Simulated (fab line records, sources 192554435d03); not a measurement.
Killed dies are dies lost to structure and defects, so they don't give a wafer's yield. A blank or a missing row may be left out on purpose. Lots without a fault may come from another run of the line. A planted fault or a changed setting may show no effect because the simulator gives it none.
Chamber matching | flow n5_finfet | N5_BEOL_M12_DEP_53 on pecvd-04: 3 sister chambers
The step deposits SiCN from 3MS/NH3, target thk 30 nm, time 10.5 s. 3 wafers are shown with their chamber, then 9 later ones without.

WAFERS WITH THEIR CHAMBER
wafer  | chamber | throttle_valve_pct (%)
L091.4 | 1       | 18.6
L091.5 | 2       | 16.6
L091.6 | 0       | 18.3

WAFERS WITHOUT THEIR CHAMBER
wafer  | throttle_valve_pct (%)
L090.1 | 18.4
L090.2 | 18.5
L090.3 | 16.3
L090.4 | 18.5
L090.5 | 18.3
L090.6 | 16.6
L095.2 | 16.8
L095.5 | 16.6
L095.6 | 18.4

WHICH CHAMBER EACH WENT THROUGH
wafer  | from the rows above     | in truth
L090.1 | can't be placed: 0 or 1 | 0
L090.2 | can't be placed: 1 or 0 | 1
L090.3 | 2                       | 2
L090.4 | can't be placed: 1 or 0 | 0
L090.5 | 0                       | 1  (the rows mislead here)
L090.6 | 2                       | 2
L095.2 | 2                       | 2
L095.5 | 2                       | 2
L095.6 | can't be placed: 0 or 1 | 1
Placed correctly: 4 of 9. Can't be placed from these rows: 4 (the true chamber is among the candidates in 4). Placed wrongly: 1.
How it was worked out, from the rows above alone: a wafer's distance from a chamber is the root of the sum, over the readings, of the square of ((its reading less the chamber's mean) divided by the reading's scatter). The wafer belongs to the nearest chamber; if the next one is less than 2 further off, it can't be placed. A chamber's mean is the mean of its shown wafers. The scatter: with one shown wafer a chamber, the root of the mean of the squares of how far each hidden wafer lies from its nearest shown one.
